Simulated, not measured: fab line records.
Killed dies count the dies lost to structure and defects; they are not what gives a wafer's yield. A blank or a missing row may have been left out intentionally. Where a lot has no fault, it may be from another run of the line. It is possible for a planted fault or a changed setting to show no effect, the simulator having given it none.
8D (eight disciplines) problem report, filled in by code / flow nand_harc / the parts of the form that need people (team, actions taken, sign-off) are left out

1. WHAT WENT WRONG
NHARC_HYBRID_BOND_ACTIVATE_00, run_length_s: mean 77.3 s over 1 wafer from 1 lot; wafers with no fault: 81.1 s, standard deviation 0.44. Measured from the usual mean, that is -8.6 standard deviations.
The step: chemistry N2, time 60 s.
First seen on wafer L122.4, day 21 06:23, on rie_diel-10. Wafers with a number at this step in the record: 36, from 12 lots. By rule, "out" or "out of limits" means more than 4 standard deviations away from the usual mean. The rest of the wafers with a number are treated as sound.

2. WHAT THIS IS AND IS NOT
question=which readings at this step | is=run_length_s | is not=drypump_motor_current_A, mfc_ar_sccm, oes_product_au, rf_vpp_V, showerhead_plenum_p_Torr
question=which lots | is=L122 | is not=L111, L113, L116, L123, L124, L125, L126, L128, L131, L132, L134
question=which wafers of those lots | is=L122.4 | is not=L122.1, L122.3
question=read on which tools | is=rie_diel-10 | is not=rie_diel-02, rie_diel-13
question=when | is=from day 21 06:23 | is not=up to then (17 sound wafers); but 18 sound wafers of L125, L126, L128, L131, L132, L134 came after

3. WHAT RULES OUT EACH SUSPECT
Counting: a tool at a process step up to the reading stays a suspect if it ran every lot that is out. Sound lots after the first of them don't rule it out here, since some wafers of a struck lot are sound.
- pecvd-02 at NHARC_A_M0_DEP_32 (deposits SiCN, target thk 30 nm): kept. It processed L122, the lot that is out, at day 20 21:37, and its most recent sound lot before then was L123 at day 20 20:26.
- rie_diel-12 at NHARC_A_M1_ETCH_15 (etches the open film in C4F8/Ar, target depth 182.5 nm, time 91.2 s): kept. It processed L122, the lot that is out, at day 21 06:23, and its most recent sound lot before then was L124 at day 21 05:41. Because NHARC_A_M1_ETCH_15 lacks a start for some lots, the hours and order of its lots are taken from NHARC_HYBRID_BOND_ACTIVATE_00.
- rie_diel-10 at NHARC_HYBRID_BOND_ACTIVATE_00 (chemistry N2, time 60 s): kept. It processed L122, the lot that is out, at day 21 06:23, and its most recent sound lot before then was L113 at day 18 16:26. On those wafers its own readings are out: run_length_s.
- At NHARC_A_M1_ETCH_15, inside rie_diel-12: chamber 3 took the wafers that are out, while their sound lot-mates went through chambers 0, 1.
- At NHARC_HYBRID_BOND_ACTIVATE_00, inside rie_diel-10: chamber 3 took the wafers that are out, while their sound lot-mates went through chambers 0, 1.
The count leaves pecvd-02 at NHARC_A_M0_DEP_32, rie_diel-12 at NHARC_A_M1_ETCH_15, and rie_diel-10 at NHARC_HYBRID_BOND_ACTIVATE_00.

4. THE CAUSE (what the simulator had put in)
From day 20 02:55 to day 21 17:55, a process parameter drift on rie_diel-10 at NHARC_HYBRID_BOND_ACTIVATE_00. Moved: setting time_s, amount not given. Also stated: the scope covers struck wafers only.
This tool is one of the 3 suspects left after counting.

5. THE EFFECT CHAIN, in route order
Rows list readings where the struck wafers' mean (over those with a number) sits beyond 3 standard deviations from the usual. Scope: only readings with a usual standard deviation given in the record; hours: median across lots of the time from each lot's start at the first step in this table that gives one to its start at this step; sigmas: change in usual standard deviations.
hours=0; step=NHARC_HYBRID_BOND_ACTIVATE_00; reading=run_length_s; usual=81.1 s; on struck wafers=77.3; change=-3.8; sigmas=-8.6
The process steps in it:
- NHARC_HYBRID_BOND_ACTIVATE_00: chemistry N2, time 60 s.
Later measuring or inspecting steps at which every struck wafer that the step has a row for has a number for every such reading, and none has moved that far: NHARC_END_SORT_01.

6. WHAT WOULD HAVE CAUGHT IT SOONER
First out-of-limits reading in this record: day 21 06:23, which is 27 hours after fault onset at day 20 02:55.
